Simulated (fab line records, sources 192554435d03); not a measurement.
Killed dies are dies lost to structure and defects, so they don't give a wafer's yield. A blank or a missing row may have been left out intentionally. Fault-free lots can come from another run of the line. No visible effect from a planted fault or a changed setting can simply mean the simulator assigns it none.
A struck lot beside a sound one    flow n5-finfet    16 steps out of a route of 1938
Sound: these wafers, L964.1, L964.2, L964.6. Struck: wafer L969.1. (L969.2, L969.6 of the same lot were not struck and are left out.) The cause comes at the end.
Each step with rows lists, per side, the tool, then ch with its chambers, then its first start. Under that, the readings that differ: sound wafers    struck wafers    difference of the means    sigmas: that difference in standard deviations of wafers without a fault.
alike: readings with means less than 2 such deviations apart, plus words and numbers identical on both sides. not compared: withheld readings, readings lacking a value on some wafer, bounds such as >300 that could conceal the same value, and numbers that have no deviation in the record and whose values overlap.
A row with sigmas, a row that says differs or no value, or rows on one side alone: a step with any of these is where the two part. Numbers that don't overlap but have no deviation are shown without sigmas and don't part them. Lack of a reading on every wafer of one side parts them only where that side has two or more wafers.

first, 7 steps without rows for these wafers: N5_BEOL_M4_COAT_76 (time 60 s, resist thk 5 nm); N5_BEOL_M4_COAT_22 (resist thk 30 nm); N5_BEOL_M4_EBR_24; N5_BEOL_M4_SOFTBAKE_23 (time 60 s); N5_BEOL_M4_EXPOSE_25 (exposes mask V3, defocus 5 nm); N5_BEOL_M4_PEB_26 (peb time 60 s); N5_BEOL_M4_DEVELOP_27 (develop time 30 s).
N5_BEOL_M4_CD_MEAS_28: target cd 26.2 nm, target cd y 24.1 nm.
  sound on cd-sem-03 ch 0, day 9 00:02; struck on cd-sem-01 ch 0, day 11 12:07
  alike: cd-nm
N5_BEOL_M4_OVL_MEAS_29:
  sound on overlay-01 ch 0, day 9 00:04; struck on overlay-02 ch 0, day 11 12:09
  alike: V3_OVL
N5_BEOL_M4_INSPECT_30: inspects for defects (brightfield).
  sound on defect-inspect-01, day 9 00:07; struck on defect-inspect-02, day 11 12:19
  alike: raw-defect-count
N5_BEOL_M4_DESCUM_33: chemistry O2, time 7 s.
  sound on rie-diel-06 ch 0,2,3, day 9 00:10; struck on rie-diel-06 ch 2, day 11 12:20
  alike: drypump-motor-current-A, oes-product-au, rf-vpp-V, showerhead-plenum-p-Torr, throttle-valve-pct
  not compared: rf-hours-counter-h
N5_BEOL_M4_ETCH_77: etches underlayer in N2/H2, target depth 6.5 nm, time 5.2 s.
  sound on rie-diel-06 ch 0,2,3, day 9 00:11; struck on rie-diel-06 ch 2, day 11 12:23
  alike: drypump-motor-current-A, etch-rf-on-time-s, oes-product-au, rf-vpp-V, showerhead-plenum-p-Torr, throttle-valve-pct
  not compared: rf-hours-counter-h
N5_BEOL_M4_ETCH_69: etches SiARC in CF4, target depth 15.6 nm, time 26 s.
  sound on rie-diel-06 ch 0,2,3, day 9 00:13; struck on rie-diel-06 ch 2, day 11 12:23
reading                          sound              struck  difference  sigmas
cf4-flow-sccm (sccm)             99.16 99.84 99.90  70.13   -29.50      -99 or more
etch-rf-on-time-s (s)            26.3 26.3 25.5     27.6    +1.6        +2
showerhead-plenum-p-Torr (Torr)  2.08 2.06 2.05     1.85    -0.21       -3
throttle-valve-pct (%)           15.26 15.83 15.50  14.04   -1.49       -6
  alike: drypump-motor-current-A, oes-product-au, rf-vpp-V
  not compared: rf-hours-counter-h
N5_BEOL_M4_ALD_98: deposits SiO2, target thk 2.5 nm, pulse time 1 s, co reactant pulse time 1 s.
  sound on ald-sin-04 ch 0,1,3, day 9 00:36; struck on ald-sin-02 ch 1, day 11 12:29
  alike: heater-power-w, precursor-pulse-height-rel
N5_BEOL_M4_RC_MEAS_101:
  sound on prober-02 ch 0, day 9 09:39; struck on prober-02 ch 0, day 11 20:07
  alike: DIBL_N, DIBL_P, IOFF_N, IOFF_P, ION_N, ION_P, SS_N, SS_P, VT_N, VT_P
-- a jump in the record: the struck wafers' starts before and after are 5 days apart (it breaks off in module BEOL_M4 and resumes in module PASSIVATION, where the first step shown is number 1936 of the route) --
N5_PASSIVATION_PROBE_49:
  sound on prober-02, day 14 08:26; struck on prober-02, day 17 06:17
reading          sound     struck  difference  sigmas
killed_at_M4_up  26 15 18  8       -12         -2
  alike: defect-limited-yield, killed_at_M0_to_M3, killed-at-contacts, killed-at-front-end, killed-at-other, killed-dies, killed-open, killed-short, sort_bin_5_function, sort_bin_6_memory, sort_bin_8_speed, sort-n-pass, sort-yield-pct

== WHERE THEY PART ==
First at N5_BEOL_M4_ETCH_69; last, within this record, at N5_PASSIVATION_PROBE_49.

WHY: whatever the simulator had introduced
rie-diel-06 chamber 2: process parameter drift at N5_BEOL_M4_ETCH_69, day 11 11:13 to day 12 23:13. A move of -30 in setting cf4-flow-sccm, from 100. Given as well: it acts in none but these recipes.
